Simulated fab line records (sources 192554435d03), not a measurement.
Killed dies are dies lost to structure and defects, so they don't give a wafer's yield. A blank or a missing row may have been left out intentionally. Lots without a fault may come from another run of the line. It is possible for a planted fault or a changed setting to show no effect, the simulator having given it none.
fab line records -- flow n5_finfet -- part 2 of 2: steps 5 to 6 of 6
[record] lots = 19, wafers = 57, last_day = 18
route steps=1938 shown BEOL_M10@1525 BEOL_M11@1552
lots that met no fault: taken from a fault-free run of the same line
start_h: hours from the record's opening day to when the first of the lot's shown wafers began -- wait_h: how many hours have passed since the lot's step before this one -- " repeats the value in the row above -- L1.1+2: several wafers, shown together as one row -- - value missing, or start not given -- * or withheld: withheld -- < > ~ a bound
route shown NAME@n: names a module that has steps shown in the file, with the first one's number in the route -- usual: mean/standard deviation taken from wafers without a fault -- same: alike in all rows -- chamber/n: place in a boat -- sites: each site's reading -- _std_site: standard deviation across them -- _edge_site: the outer-site mean with the inner-site mean subtracted -- radius_mm: for every site, how far away it sits from the centre of the wafer -- mask NAME#n: copy n -- behind: the most recent tool/chamber to have shaped the wafer -- hold: the reason the lot was held/the length of the hold in hours/how it ended -- device: which transistor (n, p or np) failed to switch -- end of line: at the end of the route, the tests of the same wafers -- step lacking rows: just its recipe -- killed: count of dies lost to structure and defects at first sort (not the wafer's yield) -- map: a wafer's dies, marking killed ones x, the rest . and places with no die _
set.NAME: the run value of the setting; set.NAME@STEP: its run value at that earlier step -- model.NAME: the simulator's own value behind a step, which no gauge read
the route's steps for a sample of lots (tables are steps, rows are wafers)
services: when a tool's chamber went out of use (start_h, in hours from the record's first day, below 0 if earlier), for how many hours, and the reason
[[steps]]
[step N5_BEOL_M11_ETCH_41]
[recipe] chemistry = CH3F/O2, target = SiCN, target_depth_a = 426, taper_deg = 2, time_s = 86, ion_energy_ev = 120, mask_material = TiN, pressure_mtorr = 30, source_w = 395, bias_w = 75, Ar_flow_sccm = 150, CH3F_flow_sccm = 30, O2_flow_sccm = 20
[usual] drypump_motor_current_A = 5.6/0.41, mfc_ar_sccm = 150.0/0.44, oes_product_au = 0.78/0.092, rf_vpp_V = 297.2/1.4, showerhead_plenum_p_Torr = 2.01/0.061, throttle_valve_pct = 16.37/0.23
[same] time_s = 86
lot.wafer,tool,chamber,start_h,wait_h,drypump_motor_current_A,mfc_ar_sccm,oes_product_au,rf_hours_counter_h,rf_vpp_V,showerhead_plenum_p_Torr,throttle_valve_pct
L076.2,rie_diel-03,2,-,-,5.6,149.7,0.81,98,299.1,2.03,16.22
L076.4,rie_diel-03,3,-,-,6.0,150.7,0.75,166,296.2,2.00,16.48
L076.5,rie_diel-03,0,-,-,5.6,150.6,0.90,-,298.1,1.96,15.95
L078.1,rie_diel-02,0,-,-,5.5,150.5,0.79,121,296.0,1.93,16.19
L078.2,rie_diel-02,1,-,-,6.5,149.9,0.72,218,297.5,1.98,16.40
L078.4,rie_diel-02,1,-,-,6.5,150.1,0.71,-,297.3,1.98,16.41
L075.3,rie_diel-03,2,-,-,5.6,149.4,0.82,99,297.4,2.03,16.21
L075.4,rie_diel-03,0,-,-,5.6,150.5,0.91,29,296.4,1.96,15.95
L075.6,rie_diel-03,0,-,-,5.6,150.2,0.91,-,295.2,1.96,15.96
L077.4,rie_diel-04,0,-,-,6.0,150.7,0.68,238,298.3,2.05,16.58
L077.5,rie_diel-04,2,-,-,5.6,149.9,0.81,-,299.6,2.12,16.38
L077.6,rie_diel-04,1,-,-,5.8,150.0,0.67,-,296.6,1.99,16.86
L081.2,rie_diel-02,1,-,-,6.5,149.8,0.71,222,297.2,1.98,16.39
L081.4,rie_diel-02,1,-,-,6.5,149.2,0.71,-,296.8,1.98,16.42
L081.6,rie_diel-02,0,-,-,5.5,149.3,0.78,-,295.7,1.92,16.20
L080.2,rie_diel-03,0,-,-,5.6,149.7,0.88,36,296.5,1.95,15.98
L080.5,rie_diel-03,3,-,-,6.0,150.3,0.75,-,296.0,2.00,16.49
L080.6,rie_diel-03,0,-,-,5.6,149.3,0.89,-,296.8,1.95,15.98
L079.1,rie_diel-02,0,-,-,5.5,150.1,0.77,132,294.7,1.92,16.21
L079.5,rie_diel-02,2,-,-,5.4,150.4,0.71,-,298.5,2.07,16.22
L079.6,rie_diel-02,1,-,-,6.5,149.1,0.70,-,296.6,1.98,16.43
L083.1,rie_diel-02,1,-,-,6.5,150.2,0.69,234,296.6,1.98,16.44
L083.2,rie_diel-02,0,-,-,5.5,149.8,0.77,138,297.2,1.92,16.21
L083.5,rie_diel-02,1,-,-,6.5,150.7,0.69,-,296.1,1.98,16.43
L084.1,rie_diel-02,0,-,-,5.4,149.7,0.77,139,295.5,1.92,16.23
L084.4,rie_diel-02,2,-,-,5.4,150.0,0.71,201,298.2,2.07,16.23
L084.5,rie_diel-02,2,-,-,5.4,150.3,0.71,-,298.3,2.07,16.22
L088.1,rie_diel-04,1,-,-,5.8,150.5,0.66,245,296.1,1.99,16.90
L088.2,rie_diel-04,2,-,-,5.6,149.9,0.79,119,299.6,2.12,16.40
L088.3,rie_diel-04,3,-,-,5.2,149.9,0.68,238,297.4,2.08,16.66
L085.2,rie_diel-03,0,-,-,5.6,149.9,0.88,46,296.7,1.95,16.00
L085.4,rie_diel-03,1,-,-,4.9,150.0,0.86,51,296.5,1.95,16.37
L085.5,rie_diel-03,2,-,-,5.6,150.0,0.79,-,297.8,2.02,16.24
L089.4,rie_diel-03,3,-,-,6.0,149.9,0.74,187,297.0,1.99,16.52
L089.5,rie_diel-03,3,-,-,6.0,150.2,0.73,-,296.5,1.99,16.54
L089.6,rie_diel-03,2,-,-,5.6,149.9,0.80,-,296.2,2.02,16.25
L090.2,rie_diel-04,1,-,-,5.8,149.7,0.66,253,296.7,1.99,16.90
L090.3,rie_diel-04,2,-,-,5.6,150.5,0.78,128,298.4,2.12,16.42
L090.6,rie_diel-04,3,-,-,5.2,150.3,0.68,-,297.5,2.08,16.66
L092.1,rie_diel-04,0,-,-,6.0,150.4,0.92,10,298.5,2.04,16.18
L092.4,rie_diel-04,1,-,-,5.7,149.7,1.00,-,296.1,1.99,16.39
L092.5,rie_diel-04,2,-,-,5.6,149.8,0.77,-,300.4,2.11,16.44
L093.2,rie_diel-02,3,-,-,5.1,149.8,0.91,33,296.3,1.97,16.30
L093.3,rie_diel-02,0,-,-,5.6,149.9,0.76,154,295.5,1.92,16.24
L093.6,rie_diel-02,0,-,-,5.5,150.8,0.75,-,295.1,1.91,16.24
L097.2,rie_diel-02,3,-,-,5.0,149.6,0.89,36,297.0,1.97,16.30
L097.3,rie_diel-02,2,-,-,5.4,148.8,0.69,226,298.1,2.06,16.26
L097.5,rie_diel-02,3,-,-,5.1,150.0,0.89,-,296.4,1.97,16.28
L094.1,rie_diel-02,0,-,-,5.6,150.8,0.75,161,297.0,1.91,16.24
L094.4,rie_diel-02,3,-,-,5.0,150.1,0.89,40,297.1,1.97,16.28
L094.5,rie_diel-02,0,-,-,5.5,151.0,0.75,-,295.2,1.91,16.26
L096.1,rie_diel-03,0,-,-,5.6,149.4,0.86,65,297.1,1.94,16.03
L096.3,rie_diel-03,3,-,-,6.0,150.3,0.73,205,297.1,1.99,16.55
L096.6,rie_diel-03,0,-,-,5.6,150.3,0.86,-,295.7,1.94,16.03
L095.1,rie_diel-02,2,-,-,5.4,149.8,0.69,236,300.7,2.05,16.27
L095.3,rie_diel-02,3,-,-,5.0,150.1,0.87,47,296.2,1.97,16.31
L095.5,rie_diel-02,0,-,-,5.5,150.1,0.75,-,296.9,1.91,16.28
[step N5_BEOL_M11_STRIP_77]
[recipe] chemistry = N2/H2, time_s = 10, power_w = 450, temp_c = 40, pressure_mtorr = 20, rf_frequency_hz = 6e+07, bias_power_w = 7, n2_flow_sccm = 200, h2_flow_sccm = 200
[usual] drypump_motor_current_A = 5.6/0.4, h2_flow_sccm = 200.0/0.64, oes_product_au = 0.78/0.095, rf_vpp_V = 59.1/0.89, showerhead_plenum_p_Torr = 2.54/0.07, throttle_valve_pct = 23.7/0.45
[same] time_s = 10
lot.wafer,tool,chamber,start_h,wait_h,drypump_motor_current_A,h2_flow_sccm,oes_product_au,rf_hours_counter_h,rf_vpp_V,showerhead_plenum_p_Torr,throttle_valve_pct
L076.2,rie_diel-03,2,-,-,5.6,199.7,0.84,98,60.3,2.54,23.0
L076.4,rie_diel-03,3,-,-,6.0,199.0,0.77,166,59.1,2.54,23.9
L076.5,rie_diel-03,0,-,-,5.5,200.8,0.88,-,59.0,2.48,23.2
L078.1,rie_diel-02,0,-,-,5.6,200.5,0.78,121,59.8,2.45,24.2
L078.2,rie_diel-02,1,-,-,6.5,200.1,0.70,218,58.5,2.50,23.9
L078.4,rie_diel-02,1,-,-,6.5,200.0,0.70,-,58.6,2.50,23.9
L075.3,rie_diel-03,2,-,-,5.6,200.9,0.83,99,60.3,2.54,23.0
L075.4,rie_diel-03,0,-,-,5.6,199.3,0.88,29,58.6,2.48,23.2
L075.6,rie_diel-03,0,-,-,5.6,199.8,0.89,-,58.2,2.48,23.2
L077.4,rie_diel-04,0,-,-,6.0,201.4,0.69,238,59.1,2.63,24.1
L077.5,rie_diel-04,2,-,-,5.6,200.6,0.80,-,58.8,2.67,23.5
L077.6,rie_diel-04,1,-,-,5.8,200.4,0.68,-,58.2,2.53,24.6
L081.2,rie_diel-02,1,-,-,6.5,201.0,0.69,222,58.9,2.50,23.9
L081.4,rie_diel-02,1,-,-,6.5,200.3,0.69,-,57.2,2.50,23.9
L081.6,rie_diel-02,0,-,-,5.5,198.7,0.78,-,57.7,2.45,24.2
L080.2,rie_diel-03,0,-,-,5.5,199.7,0.87,36,59.4,2.48,23.2
L080.5,rie_diel-03,3,-,-,6.0,199.6,0.75,-,60.4,2.53,23.9
L080.6,rie_diel-03,0,-,-,5.6,200.1,0.87,-,58.9,2.48,23.2
L079.1,rie_diel-02,0,-,-,5.5,200.1,0.77,132,58.8,2.45,24.2
L079.5,rie_diel-02,2,-,-,5.4,199.2,0.71,-,60.4,2.61,23.3
L079.6,rie_diel-02,1,-,-,6.5,200.1,0.68,-,58.1,2.50,23.9
L083.1,rie_diel-02,1,-,-,6.5,200.7,0.68,235,59.7,2.49,23.9
L083.2,rie_diel-02,0,-,-,5.5,200.2,0.77,138,57.0,2.45,24.2
L083.5,rie_diel-02,1,-,-,6.5,201.3,0.68,-,59.7,2.49,23.9
L084.1,rie_diel-02,0,-,-,5.6,199.2,0.78,139,58.2,2.45,24.2
L084.4,rie_diel-02,2,-,-,5.4,199.6,0.70,202,60.9,2.61,23.3
L084.5,rie_diel-02,2,-,-,5.4,199.9,0.70,-,60.2,2.61,23.3
L088.1,rie_diel-04,1,-,-,5.7,199.1,0.66,245,60.4,2.52,24.6
L088.2,rie_diel-04,2,-,-,5.6,198.9,0.77,119,58.5,2.66,23.5
L088.3,rie_diel-04,3,-,-,5.2,199.7,0.66,238,59.5,2.62,24.0
L085.2,rie_diel-03,0,-,-,5.6,200.7,0.85,46,59.4,2.48,23.2
L085.4,rie_diel-03,1,-,-,4.9,202.2,0.85,51,58.8,2.48,23.9
L085.5,rie_diel-03,2,-,-,5.6,200.1,0.81,-,60.2,2.53,23.0
L089.4,rie_diel-03,3,-,-,6.0,200.3,0.75,187,58.4,2.53,23.9
L089.5,rie_diel-03,3,-,-,6.0,200.1,0.76,-,59.3,2.53,23.9
L089.6,rie_diel-03,2,-,-,5.6,199.7,0.81,-,58.7,2.53,23.0
L090.2,rie_diel-04,1,-,-,5.7,199.5,0.66,253,59.8,2.52,24.6
L090.3,rie_diel-04,2,-,-,5.6,199.6,0.77,128,59.6,2.66,23.5
L090.6,rie_diel-04,3,-,-,5.2,199.8,0.67,-,60.9,2.62,24.1
L092.1,rie_diel-04,0,-,-,6.0,200.6,0.94,10,61.2,2.62,23.9
L092.4,rie_diel-04,1,-,-,5.8,199.0,1.02,-,58.9,2.52,24.1
L092.5,rie_diel-04,2,-,-,5.6,198.9,0.76,-,58.7,2.65,23.6
L093.2,rie_diel-02,3,-,-,5.1,199.5,0.91,33,60.1,2.49,23.3
L093.3,rie_diel-02,0,-,-,5.5,200.0,0.77,154,59.1,2.44,24.2
L093.6,rie_diel-02,0,-,-,5.6,200.3,0.76,-,59.3,2.44,24.2
L097.2,rie_diel-02,3,-,-,5.1,200.3,0.91,36,59.9,2.49,23.3
L097.3,rie_diel-02,2,-,-,5.4,200.2,0.69,226,60.1,2.60,23.3
L097.5,rie_diel-02,3,-,-,5.1,200.6,0.90,-,59.2,2.49,23.3
L094.1,rie_diel-02,0,-,-,5.6,199.5,0.75,161,57.7,2.44,24.2
L094.4,rie_diel-02,3,-,-,5.1,198.4,0.90,40,59.1,2.49,23.3
L094.5,rie_diel-02,0,-,-,5.6,199.3,0.75,-,58.7,2.44,24.2
L096.1,rie_diel-03,0,-,-,5.6,199.4,0.83,65,58.0,2.47,23.2
L096.3,rie_diel-03,3,-,-,6.0,200.6,0.74,205,59.1,2.52,23.9
L096.6,rie_diel-03,0,-,-,5.6,199.6,0.83,-,58.4,2.47,23.2
L095.1,rie_diel-02,2,-,-,5.4,201.1,0.68,236,60.1,2.60,23.4
L095.3,rie_diel-02,3,-,-,5.1,200.1,0.90,47,57.8,2.49,23.3
L095.5,rie_diel-02,0,-,-,5.5,199.7,0.75,-,59.0,2.43,24.2
[[services]]
tool,chamber,start_h,hours,kind
rie_diel-03,2,218.45,2.0,repair
rie_diel-02,3,250.70,-,clean
rie_diel-02,3,250.70,-,consumable_replace:focus_ring
rie_diel-02,3,250.70,20.8,scheduled_down
rie_diel-02,3,250.70,20.8,vent_cycle
pvd_sputter-01,-,302.54,1.3,repair
rie_diel-04,0,303.96,-,clean
rie_diel-04,0,303.96,-,consumable_replace:focus_ring
rie_diel-04,0,303.96,25.1,scheduled_down
rie_diel-04,0,303.96,25.1,vent_cycle
rie_diel-02,1,325.70,5.8,repair
rie_diel-04,1,329.40,-,clean
pvd_sputter-01,-,331.05,9.3,repair
rie_diel-02,-,336.72,1.5,repair
rie_diel-02,0,338.68,16.4,repair
rie_diel-02,1,345.34,5.4,repair
rie_diel-03,1,345.36,16.0,repair
rie_diel-02,1,363.68,-,clean
rie_diel-02,1,363.68,-,consumable_replace:focus_ring
rie_diel-02,1,363.68,18.1,scheduled_down
rie_diel-02,1,363.68,18.1,vent_cycle
rie_diel-03,0,377.86,4.7,repair
pvd_sputter-03,-,386.79,2.2,repair
pvd_sputter-02,-,391.45,3.8,repair
